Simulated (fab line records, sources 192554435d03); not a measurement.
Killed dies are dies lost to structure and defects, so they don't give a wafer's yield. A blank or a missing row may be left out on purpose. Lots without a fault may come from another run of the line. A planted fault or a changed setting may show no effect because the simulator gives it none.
Chamber matching | flow n5_finfet | N5_MOL_CONTACT_COAG_ETCH_67 on rie_diel-01: 4 sister chambers
The step etches SOC in N2/H2, target depth 60 nm, overetch 21 nm, time 101.2 s. 4 wafers are shown with their chamber, then 8 later ones without.

WAFERS WITH THEIR CHAMBER
wafer  | chamber | showerhead_plenum_p_Torr (Torr)
L083.3 | 1       | 2.39
L086.1 | 3       | 2.45
L086.3 | 2       | 2.57
L089.3 | 0       | 2.46

WAFERS WITHOUT THEIR CHAMBER
wafer  | showerhead_plenum_p_Torr (Torr)
L089.4 | 2.70
L089.6 | 2.70
L093.2 | 2.45
L093.4 | 2.56
L093.5 | 2.70
L092.1 | 2.45
L092.2 | 2.70
L092.5 | 2.45

WHICH CHAMBER EACH WENT THROUGH
wafer  | from the rows above               | in truth
L089.4 | can't be placed: 2 or 0 or 3 or 1 | 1
L089.6 | can't be placed: 2 or 0 or 3 or 1 | 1
L093.2 | can't be placed: 3 or 0 or 1 or 2 | 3
L093.4 | can't be placed: 2 or 0 or 3 or 1 | 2
L093.5 | can't be placed: 2 or 0 or 3 or 1 | 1
L092.1 | can't be placed: 3 or 0 or 1 or 2 | 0
L092.2 | can't be placed: 2 or 0 or 3 or 1 | 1
L092.5 | can't be placed: 3 or 0 or 1 or 2 | 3
Placed correctly: 0 of 8. Can't be placed from these rows: 8 (the true chamber is among the candidates in 8). Placed wrongly: 0.
How it was worked out, from the rows above alone: a wafer's distance from a chamber is the root of the sum, over the readings, of the square of ((its reading less the chamber's mean) divided by the reading's scatter). The wafer belongs to the nearest chamber; if the next one is less than 2 further off, it can't be placed. A chamber's mean is the mean of its shown wafers. The scatter: with one shown wafer a chamber, the root of the mean of the squares of how far each hidden wafer lies from its nearest shown one.
